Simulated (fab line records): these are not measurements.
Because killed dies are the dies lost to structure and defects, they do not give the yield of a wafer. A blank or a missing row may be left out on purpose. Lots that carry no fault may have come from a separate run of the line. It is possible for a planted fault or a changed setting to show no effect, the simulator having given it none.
Problem report in the 8D (eight disciplines) form, filled by code / flow n5 finfet / the parts of the form that need people (team, actions taken, sign-off) are left out

== 1. WHAT WENT WRONG ==
Wafers without a fault read 0.81 a.u., standard deviation 0.086; oes product au at N5_BEOL_M9_VIA_ETCH_34 reads a mean of 0.30 a.u. on 6 wafers belonging to 2 lots. Relative to the usual mean, that is a shift of -5.9 standard deviations.
The step: etches SiCOH lowk in C4F6/O2, target depth 182.4 nm, time 68.4 s.
First seen on wafer L954.1, day 14 08:20, on rie diel-06. Wafers with a number at this step in the record: 24, from 8 lots. Rule for "out", or "out of limits": more than 4 standard deviations from the usual mean. All remaining wafers that have a number are taken as sound.

== 2. WHAT THIS IS AND IS NOT ==
question=which readings at this step; is=oes product au; is not=drypump motor current A, oes_f_703_au, rf vpp V, showerhead plenum p Torr
question=which lots; is=L954, L956; is not=L938, L939, L940, L941, L942, L944
question=which wafers of those lots; is=all that have a number; is not=-
question=read on which tools; is=rie diel-02, rie diel-06; is not=rie diel-03
question=when; is=from day 14 08:20; is not=up to then (18 sound wafers)

== 3. THE SUSPECTS, EACH WITH WHAT RULES IT OUT ==
Counting: a tool stays on the suspect list if, at a process step up to the reading, it processed all lots that are out and no sound lot following the first of them.
- pvd sputter-02 at N5_BEOL_M9_HM_DEP_02 (deposits TiN, target thk 20 nm): kept. Every lot that is out went through it, starting with L954 (day 14 04:44), and after that it ran no sound lot; the last sound lot it ran before then is L944 (day 11 07:49).
- rie metal-02 at N5_BEOL_M9_HM_OPEN_17 (chemistry Cl2/BCl3, target TiN, target depth 20 nm, overetch 6 nm): kept. Every lot that is out went through it, starting with L954 (day 14 05:28), and after that it ran no sound lot; the last sound lot it ran before then is L940 (day 10 02:22).
- rie diel-06 at N5_BEOL_M9_STRIP_19 (strips in O2): kept. Every lot that is out went through it, starting with L954 (day 14 05:34), and after that it ran no sound lot; the last sound lot it ran before then is L942 (day 11 00:02).
Left after counting: pvd sputter-02 at N5_BEOL_M9_HM_DEP_02, rie metal-02 at N5_BEOL_M9_HM_OPEN_17, rie diel-06 at N5_BEOL_M9_STRIP_19.

== 4. THE CAUSE (what the simulator had put in) ==
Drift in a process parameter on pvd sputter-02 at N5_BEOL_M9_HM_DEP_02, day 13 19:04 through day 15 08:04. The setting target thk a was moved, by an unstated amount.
Of the 3 suspects that counting leaves, this tool is one.

== 5. SEQUENCE OF EFFECTS, ordered by route ==
Each row: a reading whose mean over the struck wafers that have a number lies more than 3 standard deviations from the usual. Readings are gone through only where the record gives a usual standard deviation; hours: the median, over the lots, of the time from a lot's start at the first step in this table giving one to that lot's start at this step; sigmas: the change measured in usual standard deviations.
hours=0; step=N5_BEOL_M9_VIA_ETCH_34; reading=oes product au; usual=0.81 a.u.; on struck wafers=0.30; change=-0.51; sigmas=-5.9
hours=55; step=N5_PASSIVATION_PROBE_49; reading=defect limited yield; usual=91.1 %; on struck wafers=0.0; change=-91.1; sigmas=-57
hours=55; step=N5_PASSIVATION_PROBE_49; reading=killed_at_M4_up; usual=13; on struck wafers=1081; change=+1068; sigmas=+99 or more
hours=55; step=N5_PASSIVATION_PROBE_49; reading=killed dies; usual=105; on struck wafers=1180; change=+1075; sigmas=+60
hours=55; step=N5_PASSIVATION_PROBE_49; reading=killed on rim; usual=14; on struck wafers=152; change=+138; sigmas=+34
hours=55; step=N5_PASSIVATION_PROBE_49; reading=sort_bin_5_function; usual=5.2 %; on struck wafers=96.3; change=+91.1; sigmas=+95
hours=55; step=N5_PASSIVATION_PROBE_49; reading=sort n pass; usual=1075; on struck wafers=0; change=-1075; sigmas=-57
hours=55; step=N5_PASSIVATION_PROBE_49; reading=sort yield pct; usual=91.1 %; on struck wafers=0.0; change=-91.1; sigmas=-57
Its process steps:
- N5_BEOL_M9_VIA_ETCH_34: etches SiCOH lowk in C4F6/O2, target depth 182.4 nm, time 68.4 s.
- N5_PASSIVATION_PROBE_49
Readings that are blank on the struck wafers while sound wafers have them: trench depth nm at N5_BEOL_M9_OCD_MEAS_38; cd nm at N5_BEOL_M9_CD_MEAS_35.

== 6. HOW IT WOULD HAVE BEEN CAUGHT EARLIER ==
First out-of-limits reading in this record: day 14 08:20, which is 13 hours after fault onset at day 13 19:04.
An alarm limit of 4 standard deviations would not have fired on the tool readings at N5_BEOL_M9_HM_DEP_02 for which the record gives a usual standard deviation, since none of them was out on any struck wafer.
L956, from the lots that are out (2), started N5_BEOL_M9_HM_DEP_02 on pvd sputter-02 later than day 14 08:20. It would have been spared by a hold on the tool at that moment.
